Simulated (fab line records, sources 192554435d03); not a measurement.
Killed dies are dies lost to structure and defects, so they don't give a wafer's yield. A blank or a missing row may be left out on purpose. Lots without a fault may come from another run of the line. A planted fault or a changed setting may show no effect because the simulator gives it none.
Problem report in the 8D (eight disciplines) form, filled by code | flow n5_finfet | the parts of the form that need people (team, actions taken, sign-off) are left out

1. THE PROBLEM
M3_THK at N5_BEOL_M3_THK_MEAS_53 reads a mean of 134.7 nm on 1 wafer of 1 lot; wafers without a fault read 38.7 nm with a standard deviation of 1.7. That is +56 standard deviations from the usual mean.
The step: measures by xrf.
First seen on wafer L762.1, day 11 03:56, on film_metro-02. The record holds 26 wafers of 9 lots with a number at this step. Rule for "out", or "out of limits": more than 4 standard deviations from the usual mean. The other wafers with a number count as sound.

2. WHAT IT IS AND WHAT IT IS NOT
question                    | is                | is not
which readings at this step | M3_THK            | -
which lots                  | L762              | L747, L749, L751, L752, L756, L758, L768, L770
which wafers of those lots  | L762.1            | L762.3
read on which gauges        | film_metro-02     | film_metro-01
when                        | from day 11 03:56 | up to then (19 sound wafers); but 6 sound wafers of L768, L770 came after

3. SUSPECTS, AND WHAT RULES EACH OUT
Counting: a tool at a process step up to the reading stays a suspect if it ran every lot that is out. Sound lots after the first of them don't rule it out here, since some wafers of a struck lot are sound.
- the gauge at N5_BEOL_M3_THK_MEAS_53: ruled out. All the wafers that are out were read on film_metro-02, but those of them that N5_BEOL_M3_CMP_52 has rows for are out there too, on other tools.
- pvd_sputter-03 at N5_BEOL_M3_ANNEAL_82 (time 240 s): kept. It ran the lot that is out, L762 (day 11 01:45); its last sound lot up to then is L751 (day 8 08:41).
- pvd_sputter-03 at N5_BEOL_M3_ANNEAL_93 (time 240 s): kept. It ran the lot that is out, L762 (day 11 02:44); its last sound lot up to then is L751 (day 8 09:34).
- cmp-01 at N5_BEOL_M3_CMP_52 (polishes, stops on SiOC, t overpolish 6.8 s, target thk 40 nm): kept. It ran the lot that is out, L762 (day 11 03:39); its last sound lot up to then is L756 (day 10 17:32). Its own readings are out on those wafers: barrier_field_endpoint_s, overpolish_run_s, time_to_endpoint_s.
- Within cmp-01 at N5_BEOL_M3_CMP_52: the wafers that are out ran in chamber 3; their sound lot-mates ran in chamber 0.
Left after counting: pvd_sputter-03 at N5_BEOL_M3_ANNEAL_82, pvd_sputter-03 at N5_BEOL_M3_ANNEAL_93, cmp-01 at N5_BEOL_M3_CMP_52.

4. THE CAUSE (what the simulator had put in)
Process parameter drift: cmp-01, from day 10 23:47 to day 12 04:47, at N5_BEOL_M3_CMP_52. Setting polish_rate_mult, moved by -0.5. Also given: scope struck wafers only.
Counting left 3 suspects, and this tool is among them.

5. THE CHAIN OF EFFECTS, in route order
Each row: a reading whose mean over the struck wafers that have a number lies more than 3 standard deviations from the usual. Only readings for which the record gives a usual standard deviation are gone through. hours: the time from each lot's start at the first step in this table that gives one to its start at this step, as a median over the lots. sigmas: the change in usual standard deviations.
hours | step                    | reading                  | usual   | on struck wafers | change | sigmas
0     | N5_BEOL_M3_CMP_52       | barrier_field_endpoint_s | 24.5 s  | 41.2             | +16.7  | +23
0     | N5_BEOL_M3_CMP_52       | overpolish_run_s         | 6.800 s | 0.032            | -6.768 | -99 or more
0     | N5_BEOL_M3_CMP_52       | time_to_endpoint_s       | 61 s    | 80               | +19    | +5.1
0     | N5_BEOL_M3_THK_MEAS_53  | M3_THK                   | 38.7 nm | 134.7            | +96.0  | +56
1     | N5_BEOL_M3_INSPECT_59   | raw_defect_count         | 69      | 5059             | +4990  | +99 or more
144   | N5_PASSIVATION_PROBE_49 | defect_limited_yield     | 91.2 %  | 0.0              | -91.2  | -65
144   | N5_PASSIVATION_PROBE_49 | killed_at_M0_to_M3       | 33      | 1121             | +1088  | +99 or more
144   | N5_PASSIVATION_PROBE_49 | killed_dies              | 104     | 1180             | +1076  | +63
144   | N5_PASSIVATION_PROBE_49 | killed_on_rim            | 14      | 152              | +138   | +34
144   | N5_PASSIVATION_PROBE_49 | sort_n_pass              | 1074    | 0                | -1074  | -45
144   | N5_PASSIVATION_PROBE_49 | sort_yield_pct           | 91.1 %  | 0.0              | -91.1  | -46
The process steps in it:
- N5_BEOL_M3_CMP_52: polishes, stops on SiOC, t overpolish 6.8 s, target thk 40 nm.
- N5_PASSIVATION_PROBE_49

6. WHAT WOULD HAVE CAUGHT IT SOONER
In this record the first reading out of limits at a measuring or inspecting step was taken at day 11 03:56, 4 hours after the fault began at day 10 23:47.
The tool's own readings at N5_BEOL_M3_CMP_52 were out on every struck wafer that the step has a row for (barrier_field_endpoint_s, overpolish_run_s, time_to_endpoint_s): an alarm limit on them would have fired on the first of those.
All the lots that are out (1) had begun N5_BEOL_M3_CMP_52 on cmp-01 by day 11 03:56. A hold on the tool at that time would have spared none of them.
